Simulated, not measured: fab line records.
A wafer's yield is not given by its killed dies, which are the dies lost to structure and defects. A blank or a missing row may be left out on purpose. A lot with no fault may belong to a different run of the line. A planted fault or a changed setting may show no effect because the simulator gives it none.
Comparing a struck lot with a sound one | flow nand harc | 15 steps out of a route of 1159
Sound: the wafers L835.3, L835.4, L835.5. Struck: wafer L848.5 (left out: L848.3, L848.6 of the same lot, which were not struck); the cause appears at the end.
Per side, at each step with rows, come the tool, then ch with its chambers, and then its first start. Under that, the readings that differ: sound wafers | struck wafers | difference of the means | sigmas: that difference in standard deviations of wafers without a fault.
alike: a reading whose means differ by less than 2 such deviations, as well as words and numbers matching on both sides. not compared: withheld readings; readings where some wafer has no value; bounds like >300 that might hide an equal value; numbers whose values overlap and for which the record gives no deviation.
Wherever a step has rows on one side only, a row that says differs or no value, or a row with sigmas, the two part there. When numbers do not overlap yet have no deviation, they are printed without sigmas and do not part them. A reading missing from all wafers of one side parts the sides only when that side holds two or more wafers.

first, 4 steps without rows for these wafers: NHARC_P_M2_EBR_05; NHARC_P_M2_EXPOSE_06 (exposes mask P M2, target cd 170 nm); NHARC_P_M2_PEB_07 (peb time 65 s); NHARC_P_M2_DEVELOP_08 (develop time 35 s).
NHARC_P_M2_CD_MEAS_09 targets a cd of 170 nm.
  sound on cd sem-01 ch 0, day 6 06:29; struck on cd sem-01 ch 0, day 10 05:14
  alike: cd nm
NHARC_P_M2_OVL_MEAS_10: pitch 340 nm.
  struck on overlay-01, day 10 05:20; sound on overlay-02, day 6 06:34
  alike: overlay x nm, overlay y nm
NHARC_P_M2_INSPECT_11:
  struck on defect inspect-01, day 10 05:22; sound on defect inspect-01, day 6 06:37
  alike: raw defect count
NHARC_P_M2_DESCUM_14: chemistry O2, time 3 s.
  sound on rie diel-03 ch 1,3, day 6 06:41; struck on rie diel-09 ch 1, day 10 05:25
  reading      | sound          | struck | difference | sigmas
  rf vpp V (V) | 57.6 58.2 58.1 | 56.2   | -1.8       | -2
  alike: drypump motor current A, oes product au, showerhead plenum p Torr, throttle valve pct
  not compared: rf hours counter h
NHARC_P_M2_ETCH_35: etches the open film in N2/H2, target depth 40 nm, overetch 12 nm, time 43.94 s.
  sound on rie diel-03 ch 0,2,3, day 6 06:46; struck on rie diel-09 ch 2, day 10 05:31
  reading                         | sound                | struck | difference | sigmas
  rf vpp V (V)                    | 429.0 431.1 432.8    | 426.3  | -4.7       | -2
  showerhead plenum p Torr (Torr) | 1.97 2.06 2.14       | 1.89   | -0.17      | -2
  throttle valve pct (%)          | 14.159 14.172 14.163 | 14.188 | +0.023     | +2
  alike: drypump motor current A, oes product au
  not compared: rf hours counter h
NHARC_P_M2_ETCH_15: etches the open film in C4F8/Ar, target depth 182.5 nm, time 91.2 s.
  sound on rie diel-03 ch 0,3; struck on rie diel-09 ch 3
  alike: oes product au, rf vpp V
  not compared: rf hours counter h
NHARC_P_M2_CD_MEAS_16:
  struck on cd sem-01, day 10 05:46; sound on cd sem-01, day 6 06:59
  alike: cd nm
NHARC_P_M2_STRIP_18: strips in N2/H2.
  sound on rie diel-13 ch 1,3, day 6 07:04; struck on rie diel-13 ch 2, day 10 05:53
  alike: drypump motor current A, oes product au, power w, rf vpp V, showerhead plenum p Torr, throttle valve pct
  not compared: rf hours counter h
NHARC_P_M2_ETCH_28: etches the open film in CF4/N2, target depth 30 nm, time 72.99 s.
  sound on rie diel-13 ch 0,1, day 6 07:17; struck on rie diel-13 ch 0, day 10 06:05
  reading               | sound             | struck | difference | sigmas
  oes product au (a.u.) | 0.983 1.009 0.983 | 0.871  | -0.121     | -13
  alike: drypump motor current A, rf vpp V, showerhead plenum p Torr, throttle valve pct
  not compared: rf hours counter h
then, 1 step without rows for these wafers: NHARC_P_M2_STRIP_19 (strips in post etch residue remover, time 600 s).
-- the record jumps here: 14 days lie between the struck wafers' starts before and after (it left off in module P_M2 and takes up again in module END, whose first step shown is number 1159 of the route) --
NHARC_END_SORT_01:
  sound on prober-02 ch 0, day 20 02:48; struck on prober-01 ch 0, day 23 23:37
  reading     | sound | struck | difference | sigmas
  killed open | 4 7 5 | 1      | -4         | -3
  alike: defect limited yield, killed at array, killed at other, killed at periphery, killed dies, killed short, sort_bin_2_pct, sort_bin_3_pct, sort_bin_4_pct, sort n pass, sort rim yield pct, sort yield pct

WHERE THEY PART
Last at NHARC_END_SORT_01 as far as this record goes, first at NHARC_P_M2_DESCUM_14.

WHY: the cause the simulator had injected
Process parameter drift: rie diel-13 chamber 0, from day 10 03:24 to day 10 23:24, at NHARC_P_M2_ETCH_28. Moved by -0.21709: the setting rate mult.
